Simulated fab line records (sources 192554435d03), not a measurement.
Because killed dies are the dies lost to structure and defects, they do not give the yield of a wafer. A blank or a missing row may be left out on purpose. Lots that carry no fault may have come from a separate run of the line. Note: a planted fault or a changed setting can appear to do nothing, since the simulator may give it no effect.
Matching of chambers + flow n5Finfet + N5_FIN_SAQP_PECVD_47 on pecvd-04: 3 sister chambers
The step deposits a-Si from SiH4/He, target thk 45 nm, time 36.3 s. 3 wafers are shown with their chamber, then 8 later ones without.

## WAFERS, EACH WITH ITS CHAMBER
| wafer  | chamber | throttleValvePct (%) |
|--------|---------|----------------------|
| L085.4 | 1       | 17.8                 |
| L088.4 | 0       | 18.3                 |
| L089.1 | 2       | 18.5                 |

## WAFERS WHOSE CHAMBER IS MISSING
| wafer  | throttleValvePct (%) |
|--------|----------------------|
| L089.4 | 18.3                 |
| L089.5 | 18.0                 |
| L094.2 | 18.2                 |
| L094.3 | 17.9                 |
| L094.5 | 18.5                 |
| L095.1 | 18.0                 |
| L095.3 | 18.3                 |
| L095.4 | 18.2                 |

## EACH ONE'S CHAMBER
| wafer  | from the rows above     | in truth |
|--------|-------------------------|----------|
| L089.4 | can't be placed: 0 or 2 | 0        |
| L089.5 | can't be placed: 1 or 0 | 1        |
| L094.2 | can't be placed: 0 or 2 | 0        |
| L094.3 | 1                       | 1        |
| L094.5 | can't be placed: 2 or 0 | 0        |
| L095.1 | can't be placed: 1 or 0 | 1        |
| L095.3 | can't be placed: 0 or 2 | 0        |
| L095.4 | can't be placed: 0 or 2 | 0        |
Placed correctly: 1 of 8. From these rows, 7 cannot be placed; in 7 the true chamber is one of the candidates. Number placed wrongly: 0.
How it was worked out, from the rows above alone: a wafer's distance from a chamber is the root of the sum, over the readings, of the square of ((its reading less the chamber's mean) divided by the reading's scatter). If the next closest chamber is less than 2 further off than the closest, the wafer can't be placed; otherwise it belongs to the closest. Each chamber's mean is taken over the wafers shown for it. The scatter: with one shown wafer a chamber, the root of the mean of the squares of how far each hidden wafer lies from its nearest shown one.
